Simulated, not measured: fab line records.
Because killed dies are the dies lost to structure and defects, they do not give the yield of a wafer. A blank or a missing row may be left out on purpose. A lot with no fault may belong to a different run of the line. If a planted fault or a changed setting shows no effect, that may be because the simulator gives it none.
The tool behind it: which one? + flow nandHarc + 14 lots with 38 wafers sampled at 5 steps, on a route of 1302 steps

WHAT EACH GAUGE READ, for each wafer
NHARC_A_SLIT_CD_MEAS_21. Usual: 289.7 nm for cdNm, sd 0.92.
| lot  | measured     | on       | cdNm (nm)         | flag |
|------|--------------|----------|-------------------|------|
| L628 | day 20 09:31 | cdSem-03 | 288.7 287.9 289.6 |      |
| L631 | day 21 11:59 | cdSem-01 | 289.9 290.6 290.5 |      |
| L632 | day 21 14:43 | cdSem-03 | 290.1 291.2 290.0 |      |
| L633 | day 23 10:14 | cdSem-01 | 288.4 289.2 290.2 |      |
| L636 | day 23 18:34 | cdSem-03 | 290.2 289.2 289.7 |      |
| L638 | day 24 08:37 | cdSem-01 | 288.1 289.7 288.9 |      |
| L637 | day 24 12:17 | cdSem-02 | 290.5 290.2 289.6 |      |
| L639 | day 24 19:52 | cdSem-02 | 288.8 288.8 289.4 |      |
| L641 | day 25 18:24 | cdSem-01 | 289.2             |      |
| L640 | day 26 06:07 | cdSem-03 | 290.3             |      |
| L646 | day 27 16:18 | cdSem-03 | 290.5 290.5 289.4 |      |
| L647 | day 28 08:02 | cdSem-02 | 290.5 289.9 290.0 |      |
| L648 | day 28 08:26 | cdSem-02 | 290.4 289.5 289.7 |      |
| L649 | day 29 03:43 | cdSem-01 | 289.7 290.0 288.8 |      |

NHARC_END_SORT_01. Usual: killedAtArray 55, standard deviation 12; killedAtOther 1.0, standard deviation 1.2; killedAtPeriphery 3.9, standard deviation 2.6; killedDies 60, standard deviation 12; killedOpen 3.3, standard deviation 1.9; killedShort 2.5, standard deviation 1.8.
| lot  | measured     | on        | killedAtArray | killedAtOther | killedAtPeriphery | killedDies | killedOpen | killedShort | flag |
|------|--------------|-----------|---------------|---------------|-------------------|------------|------------|-------------|------|
| L641 | day 30 09:41 | prober-01 | 672           | 0             | 5                 | 677        | 5          | 3           | OFF  |
| L640 | day 30 20:06 | prober-02 | 674           | 1             | 2                 | 677        | 4          | 3           | OFF  |

WHICH TOOL RAN EACH LOT (tool, then ch and the chambers of the sampled wafers, then the start)
| lot  | NHARC_A_WL_FILL_ALD_02             | NHARC_A_WL_FILL_ETCHBACK_16       | NHARC_A_WL_FILL_ETCHBACK_17      |
|------|------------------------------------|-----------------------------------|----------------------------------|
| L628 | aldMetal-03 ch 0,2,3, day 20 16:41 | rieDiel-08 ch 0,1,3, day 21 14:08 | rieMetal-03 ch 1, day 21 14:19   |
| L631 | aldMetal-01 ch 1,2,3, day 21 19:17 | rieDiel-03 ch 0,1, day 22 05:52   | rieMetal-02 ch 0,1, day 22 06:04 |
| L632 | aldMetal-04 ch 0,3, day 21 21:49   | rieDiel-05 ch 0,2,3, day 22 14:13 | rieMetal-01 ch 0,1, day 22 14:24 |
| L633 | aldMetal-03 ch 0,1,2, day 23 18:47 | rieDiel-08 ch 1,2,3, day 24 06:18 | rieMetal-02 ch 0,1, day 24 06:29 |
| L636 | aldMetal-01 ch 0,1,3, day 24 01:50 | rieDiel-05 ch 0,1,2, day 24 15:32 | rieMetal-02 ch 0, day 24 15:44   |
| L638 | aldMetal-03 ch 0,3, day 24 15:57   | rieDiel-05 ch 1,2, day 25 03:14   | rieMetal-03 ch 0,1, day 25 03:25 |
| L637 | aldMetal-04 ch 0,3, day 24 19:26   | rieDiel-08 ch 0,1,2, day 25 08:05 | rieMetal-03 ch 0,1, day 25 08:16 |
| L639 | aldMetal-03 ch 0,3, day 25 03:06   | rieDiel-08 ch 0,3, day 25 14:59   | rieMetal-01 ch 0,1, day 25 15:14 |
| L641 | aldMetal-01 ch 1, day 26 09:40     | rieDiel-05 ch 1, day 26 22:55     | rieMetal-03 ch 1, day 26 23:09   |
| L640 | aldMetal-01 ch 2, day 26 13:32     | rieDiel-05 ch 2, day 26 22:59     | rieMetal-01 ch 0, day 26 23:12   |
| L646 | aldMetal-04 ch 0,1,3, day 27 23:25 | rieDiel-08 ch 1,2, day 28 10:40   | rieMetal-03 ch 0,1, day 28 10:53 |
| L647 | aldMetal-03 ch 0,1, day 28 15:25   | rieDiel-08 ch 0,1,3, day 29 02:14 | rieMetal-03 ch 0,1, day 29 02:26 |
| L648 | aldMetal-04 ch 2,3, day 28 15:15   | rieDiel-03 ch 0,2,3, day 29 02:06 | rieMetal-01 ch 0,1, day 29 02:17 |
| L649 | aldMetal-04 ch 0,2,3, day 29 10:53 | rieDiel-03 ch 0,1,3, day 29 22:14 | rieMetal-02 ch 0,1, day 29 22:23 |
- NHARC_A_WL_FILL_ALD_02: deposits TiN, target thk 2 nm, pulse time 3 s, ald cycles 100.
- NHARC_A_WL_FILL_ETCHBACK_16: etches the open film in C4F8/O2/Ar, target depth 120 nm, time 24 s.
- NHARC_A_WL_FILL_ETCHBACK_17: etches the open film in Cl2/BCl3, target depth 4 nm, time 26.7 s.

AS READ BY THE TOOLS THEMSELVES (means over the sampled wafers that have a number; for cases with no such wafer, the mark the record gives instead)
NHARC_A_WL_FILL_ALD_02. Usual: heaterPowerW 1067 W, standard deviation 120; precursorPulseHeightRel 0.999, standard deviation 0.021.
| lot  | tool        | heaterPowerW (W) | precursorPulseHeightRel | flag |
|------|-------------|------------------|-------------------------|------|
| L628 | aldMetal-03 | 1089             | 1.000                   |      |
| L631 | aldMetal-01 | 986              | 1.018                   |      |
| L632 | aldMetal-04 | 1204             | 0.974                   |      |
| L633 | aldMetal-03 | 1086             | 1.001                   |      |
| L636 | aldMetal-01 | 991              | 0.978                   |      |
| L638 | aldMetal-03 | 1026             | 1.002                   |      |
| L637 | aldMetal-04 | 1237             | 1.002                   |      |
| L639 | aldMetal-03 | 1039             | 0.993                   |      |
| L641 | aldMetal-01 | 1005             | 0.983                   |      |
| L640 | aldMetal-01 | 924              | 0.964                   |      |
| L646 | aldMetal-04 | 1186             | 0.996                   |      |
| L647 | aldMetal-03 | 999              | 0.981                   |      |
| L648 | aldMetal-04 | 1032             | 0.997                   |      |
| L649 | aldMetal-04 | 1127             | 1.019                   |      |

NHARC_A_WL_FILL_ETCHBACK_16. Usual: oesProductAu 0.984 a.u., standard deviation 0.024; rfVppV 724 V, standard deviation 4; runLengthS 45.4 s, standard deviation 0.38.
| lot  | tool       | oesProductAu (a.u.) | rfVppV (V) | runLengthS (s) | flag |
|------|------------|---------------------|------------|----------------|------|
| L628 | rieDiel-08 | 1.006               | 724        | 45.4           |      |
| L631 | rieDiel-03 | 1.000               | 725        | 45.2           |      |
| L632 | rieDiel-05 | 0.954               | 728        | 45.4           |      |
| L633 | rieDiel-08 | 0.996               | 725        | 45.4           |      |
| L636 | rieDiel-05 | 0.966               | 724        | 45.2           |      |
| L638 | rieDiel-05 | 1.007               | 724        | 45.2           |      |
| L637 | rieDiel-08 | 0.993               | 723        | 45.3           |      |
| L639 | rieDiel-08 | 1.006               | 727        | 45.8           |      |
| L641 | rieDiel-05 | 0.969               | 718        | 29.5           | OFF  |
| L640 | rieDiel-05 | 0.998               | 726        | 29.6           | OFF  |
| L646 | rieDiel-08 | 0.981               | 724        | 45.4           |      |
| L647 | rieDiel-08 | 1.008               | 725        | 45.4           |      |
| L648 | rieDiel-03 | 0.955               | 722        | 45.4           |      |
| L649 | rieDiel-03 | 0.932               | 723        | 45.4           |      |

NHARC_A_WL_FILL_ETCHBACK_17. Usual: drypumpMotorCurrentA 5.8 A, standard deviation 0.35; heBacksideLeakSccm 3.39 sccm, standard deviation 0.25; oesProductAu 1.006 a.u., standard deviation 0.013; runLengthS 47.8 s, standard deviation 0.41.
| lot  | tool        | drypumpMotorCurrentA (A) | heBacksideLeakSccm (sccm) | oesProductAu (a.u.) | runLengthS (s) | flag |
|------|-------------|--------------------------|---------------------------|---------------------|----------------|------|
| L628 | rieMetal-03 | 6.2                      | 3.22                      | 1.018               | 47.6           |      |
| L631 | rieMetal-02 | 5.7                      | 3.36                      | 0.995               | 47.7           |      |
| L632 | rieMetal-01 | 5.5                      | 3.38                      | 0.994               | 48.0           |      |
| L633 | rieMetal-02 | 5.7                      | 3.37                      | 0.986               | 47.7           |      |
| L636 | rieMetal-02 | 5.8                      | 3.69                      | 0.995               | 47.6           |      |
| L638 | rieMetal-03 | 6.0                      | 3.41                      | 1.017               | 47.9           |      |
| L637 | rieMetal-03 | 6.1                      | 3.16                      | 1.017               | 47.9           |      |
| L639 | rieMetal-01 | 5.5                      | 3.47                      | 0.989               | 47.9           |      |
| L641 | rieMetal-03 | 6.2                      | 3.11                      | 1.025               | 48.0           |      |
| L640 | rieMetal-01 | 5.7                      | 3.43                      | 1.005               | 47.8           |      |
| L646 | rieMetal-03 | 6.1                      | 3.16                      | 1.018               | 47.8           |      |
| L647 | rieMetal-03 | 6.1                      | 3.24                      | 1.011               | 48.0           |      |
| L648 | rieMetal-01 | 5.2                      | 3.52                      | 1.009               | 47.9           |      |
| L649 | rieMetal-02 | 5.7                      | 3.49                      | 0.995               | 47.5           |      |

THE ANSWER, worked out from the rows above alone
Rule: lot off if the mean of its wafers having a number is beyond 3 standard deviations from the usual mean. Also off: a lot with no number at a reading for which 4 or more lots have one. The other lots that the step has rows for count as sound. Order of review: gauges by route order, followed by the tools' own readings, for which a lot's mean as printed above is used. The first step at which some lot is off is used, and at that step the reading that is off furthest; a lot without a number counts as furthest.
Off: L641, L640 (NHARC_END_SORT_01, killedAtArray). Neither off nor sound, because the step has no rows for them: L628, L631, L632, L633, L636, L638, L637, L639, L646, L647, L648, L649.
A tool fits if, at a process step before that reading, it ran every lot that is off, and no sound lot after the first of them. The gauges at NHARC_END_SORT_01 aren't tried: what is off there is off at NHARC_A_WL_FILL_ETCHBACK_16 too, on other tools, and a gauge's error can't cause that. 2 tools fit, aldMetal-01 at NHARC_A_WL_FILL_ALD_02 and rieDiel-05 at NHARC_A_WL_FILL_ETCHBACK_16, so this cannot tell which one it is.

WHAT THE SIMULATOR HAD INSERTED
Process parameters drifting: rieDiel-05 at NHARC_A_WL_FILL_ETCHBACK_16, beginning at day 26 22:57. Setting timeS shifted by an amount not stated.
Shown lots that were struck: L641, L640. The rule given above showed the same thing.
